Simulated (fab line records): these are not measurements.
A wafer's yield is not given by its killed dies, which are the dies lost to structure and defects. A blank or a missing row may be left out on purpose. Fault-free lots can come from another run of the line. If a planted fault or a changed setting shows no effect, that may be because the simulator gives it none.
Chamber matching | flow n5 finfet | N5_HKMG_FIN_NWFM_ALD_20 on ald metal-02: 4 sister chambers
The step deposits TiAlC, target thk 2 nm, pulse time 3 s, purge time 2 s. 16 wafers are shown with their chamber, then 8 later ones without.

WAFERS PAIRED WITH THEIR CHAMBERS
wafer  | chamber | heater power w (W) | precursor pulse height rel | susceptor temp C (C)
L076.1 | 0       | 506                | 1.001                      | 300.20
L076.2 | 3       | 500                | 1.022                      | 299.66
L076.5 | 3       | 510                | 0.995                      | 299.95
L081.3 | 1       | 668                | 0.950                      | 300.05
L081.4 | 3       | 511                | 1.020                      | 299.82
L081.5 | 0       | 518                | 0.992                      | 299.80
L085.1 | 0       | 516                | 0.978                      | 300.15
L085.2 | 3       | 506                | 1.007                      | 300.06
L085.6 | 3       | 496                | 1.016                      | 299.71
L087.3 | 1       | 661                | 0.974                      | 299.88
L087.5 | 3       | 499                | 1.004                      | 299.92
L087.6 | 0       | 529                | 1.009                      | 300.28
L091.3 | 2       | 473                | 1.006                      | 299.40
L091.5 | 2       | 465                | 1.022                      | 299.88
L091.6 | 3       | 502                | 1.017                      | 299.91
L092.2 | 0       | 529                | 0.993                      | 299.76

SIGNATURES (averages over the wafers above)
reading                    | chamber 0 | chamber 1 | chamber 2 | chamber 3 | scatter within a chamber
heater power w             | 519.60    | 664.50    | 469.00    | 503.43    | 7.24
precursor pulse height rel | 0.99460   | 0.96200   | 1.01400   | 1.01157   | 0.0113
susceptor temp C           | 300.0380  | 299.9650  | 299.6400  | 299.8614  | 0.2
Rule: distance of a wafer from a chamber = root of the sum over the readings of ((wafer's reading minus chamber's mean) / reading's scatter) squared. The wafer belongs to the nearest chamber; if the next one is less than 2 further off, it can't be placed. How the scatter is found: for the shown wafers, subtract from each reading the mean of its chamber, square and add these, divide the total by (wafers less chambers), then take the root.

WAFERS WHOSE CHAMBER IS MISSING
wafer  | heater power w (W) | precursor pulse height rel | susceptor temp C (C)
L092.5 | 513                | 1.008                      | 299.76
L092.6 | 688                | 0.997                      | 300.04
L093.1 | 500                | 0.992                      | 300.01
L093.4 | 662                | 0.982                      | 299.93
L093.5 | 507                | 0.990                      | 299.95
L095.2 | 522                | 0.991                      | 299.76
L095.3 | 510                | 0.979                      | 299.76
L095.5 | 508                | 0.978                      | 300.27

WHICH CHAMBER EACH ONE RAN IN
wafer  | from the rows above     | in truth
L092.5 | can't be placed: 3 or 0 | 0
L092.6 | 1                       | 1
L093.1 | can't be placed: 3 or 0 | 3
L093.4 | 1                       | 1
L093.5 | can't be placed: 0 or 3 | 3
L095.2 | can't be placed: 0 or 3 | 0
L095.3 | can't be placed: 0 or 3 | 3
L095.5 | can't be placed: 0 or 3 | 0
2 of 8 placed correctly. From these rows, 6 cannot be placed; in 6 the true chamber is one of the candidates. Wrongly placed: 0.
